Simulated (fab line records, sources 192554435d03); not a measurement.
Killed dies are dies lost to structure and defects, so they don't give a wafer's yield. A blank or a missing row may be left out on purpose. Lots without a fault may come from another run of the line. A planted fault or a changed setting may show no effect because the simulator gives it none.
One fault seen from 3 desks | flow n5_finfet | each desk has only its own numbers; what lay behind them comes last

THE TOOL OWNER'S DESK: rie_diel-04
The tool's own readings at N5_BEOL_M4_TRENCH_ETCH_37 (etches SiOC in C4F6/O2, target depth 55.555 nm, time 29.2 s): means of the sampled wafers that have a number, for each lot that ran on this tool. A lot is out of limits, marked OUT, if its mean lies more than 4 standard deviations from the usual mean; the brackets give that distance. Of its 8 readings 7 are shown: the one that was out of limits first, and those that lie furthest out on some lot.
Columns: A = C4F6_flow_sccm at N5_BEOL_M4_TRENCH_ETCH_37, usual 10.000 sccm; B = chamber_pressure_mTorr at N5_BEOL_M4_TRENCH_ETCH_37, usual 29.997 mTorr; C = drypump_motor_current_A at N5_BEOL_M4_TRENCH_ETCH_37, usual 5.6 A; D = oes_product_au at N5_BEOL_M4_TRENCH_ETCH_37, usual 0.78 a.u.; E = run_length_s at N5_BEOL_M4_TRENCH_ETCH_37, usual 52.3 s; F = showerhead_plenum_p_Torr at N5_BEOL_M4_TRENCH_ETCH_37, usual 2.84 Torr; G = throttle_valve_pct at N5_BEOL_M4_TRENCH_ETCH_37, usual 20.85 %
lot  | first seen here | A      | B      | C   | D    | E               | F    | G
L154 | day 8 04:04     | 9.986  | 29.983 | 5.1 | 0.87 | 52.2            | 2.92 | 21.01
L158 | day 9 01:14     | 9.981  | 30.006 | 5.8 | 0.74 | 52.6            | 2.92 | 20.90
L164 | day 11 01:35    | 10.010 | 29.997 | 5.3 | 0.84 | 54.9 (+5.6) OUT | 2.95 | 20.77
L165 | day 11 06:35    | 9.997  | 29.976 | 5.3 | 0.75 | 54.8 (+5.3) OUT | 2.92 | 20.90
This desk's finding: out of limits on L164, L165; first on L164, day 11 01:35 (run_length_s at N5_BEOL_M4_TRENCH_ETCH_37). In limits: L154, L158.

THE METROLOGY DESK
What the gauges read, lot by lot, whatever tool the lot ran on: means of the sampled wafers that have a number. A lot is out of limits, marked OUT, if its mean lies more than 4 standard deviations from the usual mean; the brackets give that distance. Of its 13 readings 7 are shown: the one that was out of limits first, and those that lie furthest out on some lot.
Columns: A = trench_depth_nm at N5_BEOL_M4_OCD_MEAS_38, usual 55.7 nm; B = cd_nm at N5_BEOL_M4_CD_MEAS_35, usual 18.1 nm; C = M4_THK at N5_BEOL_M4_THK_MEAS_53, usual 40.3 nm; D = DIBL_P at N5_BEOL_M4_RC_MEAS_101, usual 35.3 mV/V; E = ION_N at N5_BEOL_M4_RC_MEAS_101, usual 676 uA/um; F = ION_P at N5_BEOL_M4_RC_MEAS_101, usual 463 uA/um; G = VT_N at N5_BEOL_M4_RC_MEAS_101, usual 250 mV
lot  | first seen here | A               | B    | C    | D    | E   | F   | G
L154 | day 8 04:13     | 55.6            | 18.2 | 40.2 | 39.3 | 697 | 478 | 242
L158 | day 9 01:23     | 54.8            | 18.8 | 38.0 | 36.8 | 671 | 458 | 250
L164 | day 11 01:43    | 61.7 (+4.6) OUT | 18.3 | 46.1 | 31.4 | 675 | 465 | 252
L165 | day 11 06:44    | 60.1            | 18.4 | 45.1 | 37.0 | 684 | 470 | 250
L167 | day 11 17:07    | 54.9            | 18.3 | 40.7 | 36.7 | 692 | 471 | 246
L169 | day 11 21:50    | 56.8            | 18.2 | 42.4 | 35.7 | 685 | 466 | 249
L171 | day 12 16:36    | 56.0            | 18.5 | 41.4 | 34.6 | 681 | 467 | 252
L173 | day 13 01:13    | 54.8            | 18.1 | 37.8 | 35.6 | 681 | 468 | 250
L175 | day 13 17:31    | 53.4            | 18.4 | 39.8 | 34.1 | 675 | 455 | 251
This desk's finding: out of limits on L164; first on L164, day 11 01:43 (trench_depth_nm at N5_BEOL_M4_OCD_MEAS_38). In limits: L154, L158, L165, L167, L169, L171, L173, L175.

THE DEFECT DESK
What the inspections along the route counted, lot by lot: means of the sampled wafers that have a number. A lot is out of limits, marked OUT, if its mean lies more than 4 standard deviations from the usual mean; the brackets give that distance.
Columns: A = raw_defect_count at N5_BEOL_M4_INSPECT_30, usual 426
lot  | first seen here | A
L154 | day 7 23:24     | 397
L158 | day 8 14:22     | 366
L164 | day 10 18:54    | 353
L165 | day 11 02:55    | 350
L167 | day 11 11:48    | 311
L169 | day 11 18:40    | 334
L171 | day 12 10:23    | 521
L173 | day 12 23:40    | 462
L175 | day 13 12:44    | 376
This desk's finding: nothing out of limits on any of the 9 lots.

PUT TOGETHER
The tool owner's desk could have raised an alarm at day 11 01:35, on L164, L165.
The metrology desk could have raised an alarm at day 11 01:43, on L164.
The defect desk saw nothing out of limits.
The metrology desk has L165 on record, within its limits.
The defect desk has L164, L165 on record, within its limits.
Of the lots named, all ran N5_BEOL_M4_TRENCH_ETCH_37 on rie_diel-04.

WHAT THE SIMULATOR HAD PUT IN
Process parameter drift: rie_diel-04, from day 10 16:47 on, at N5_BEOL_M4_TRENCH_ETCH_37. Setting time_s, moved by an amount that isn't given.
Lots struck among those shown: L164, L165.
Hours from the fault's start to each desk's first reading out of limits: the tool owner's desk, 9; the metrology desk, 9.
